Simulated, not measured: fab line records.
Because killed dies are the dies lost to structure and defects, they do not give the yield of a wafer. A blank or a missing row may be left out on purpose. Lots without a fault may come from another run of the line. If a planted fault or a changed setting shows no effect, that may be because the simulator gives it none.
Problem report, 8D (eight disciplines) form, completed by code	flow n5 finfet	the parts of the form that need people (team, actions taken, sign-off) are left out

## 1. THE PROBLEM
Mean of killed at contacts at N5_PASSIVATION_PROBE_49: 145 across 2 wafers in 2 lots; on wafers with no fault it is 13 (standard deviation 6.4). That is +21 standard deviations from the usual mean.
Earliest sighting: wafer L946.4 on prober-02 at day 15 06:58. The record holds 6 wafers of 2 lots with a number at this step. Rule for "out", or "out of limits": more than 4 standard deviations from the usual mean. The other wafers with a number count as sound.

## 2. WHAT IT IS; WHAT IT IS NOT
question	is	is not
which readings at this step	killed at contacts, defect limited yield, killed dies, sort_bin_5_function, sort n pass, sort yield pct	killed_at_M0_to_M3, killed_at_M4_up, killed at other, killed open, killed short
which lots	L946, L950	-
which wafers of those lots	L946.4, L950.2	L946.3, L946.5, L950.1, L950.3
read on which tools	prober-01, prober-02	-
when	from day 15 06:58	up to then (1 sound wafer); but 3 sound wafers of L946, L950 came after

## 3. THE SUSPECTS, EACH WITH WHAT RULES IT OUT
Counting: a tool at a process step up to the reading stays a suspect if it ran every lot that is out. Sound lots after the first of them don't rule it out here, since some wafers of a struck lot are sound.
- rie diel-06 at N5_MOL_CONTACT_COAG_STRIP_98 (strips in N2/H2): kept. It ran every lot that is out, first L946 (day 7 16:22).
- Within rie diel-06 at N5_MOL_CONTACT_COAG_STRIP_98: the wafers that are out ran in chamber 2; their sound lot-mates ran in chambers 0, 1, 3.
Left after counting: rie diel-06 at N5_MOL_CONTACT_COAG_STRIP_98.

## 4. THE CAUSE (what the simulator had put in)
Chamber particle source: rie diel-06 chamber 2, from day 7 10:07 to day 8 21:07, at N5_MOL_CONTACT_COAG_STRIP_98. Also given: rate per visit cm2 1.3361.
Only this tool survived the counting.

## 5. THE EFFECT CHAIN, in route order
Each row: a reading where the mean over the struck wafers with a number is more than 3 standard deviations away from the usual. Only readings whose record carries a usual standard deviation are examined. hours: median over the lots of the time between each lot's start at the first step of this table that gives one and its start at this step. sigmas: the change, counted in usual standard deviations.
hours	step	reading	usual	on struck wafers	change	sigmas
0	N5_PASSIVATION_PROBE_49	defect limited yield	91.2 %	80.3	-10.9	-7.8
0	N5_PASSIVATION_PROBE_49	killed at contacts	13	145	+132	+21
0	N5_PASSIVATION_PROBE_49	killed dies	103	232	+129	+8.1
0	N5_PASSIVATION_PROBE_49	killed on rim	13	24	+10	+3.1
0	N5_PASSIVATION_PROBE_49	sort_bin_5_function	5.1 %	11.4	+6.3	+7.0
0	N5_PASSIVATION_PROBE_49	sort n pass	1077	948	-129	-8.1
0	N5_PASSIVATION_PROBE_49	sort yield pct	91.2 %	80.3	-10.9	-7.8
Its process steps:
- N5_PASSIVATION_PROBE_49

## 6. HOW IT WOULD HAVE BEEN CAUGHT EARLIER
In this record the first reading out of limits was taken at day 15 06:58, 189 hours after the fault began at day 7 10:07.
An alarm limit of 4 standard deviations would not have fired on the tool readings at N5_MOL_CONTACT_COAG_STRIP_98 for which the record gives a usual standard deviation, since none of them was out on any struck wafer.
Lots out: 2; all had begun N5_MOL_CONTACT_COAG_STRIP_98 on rie diel-06 by day 15 06:58. Holding the tool at that point would not have protected any of them.
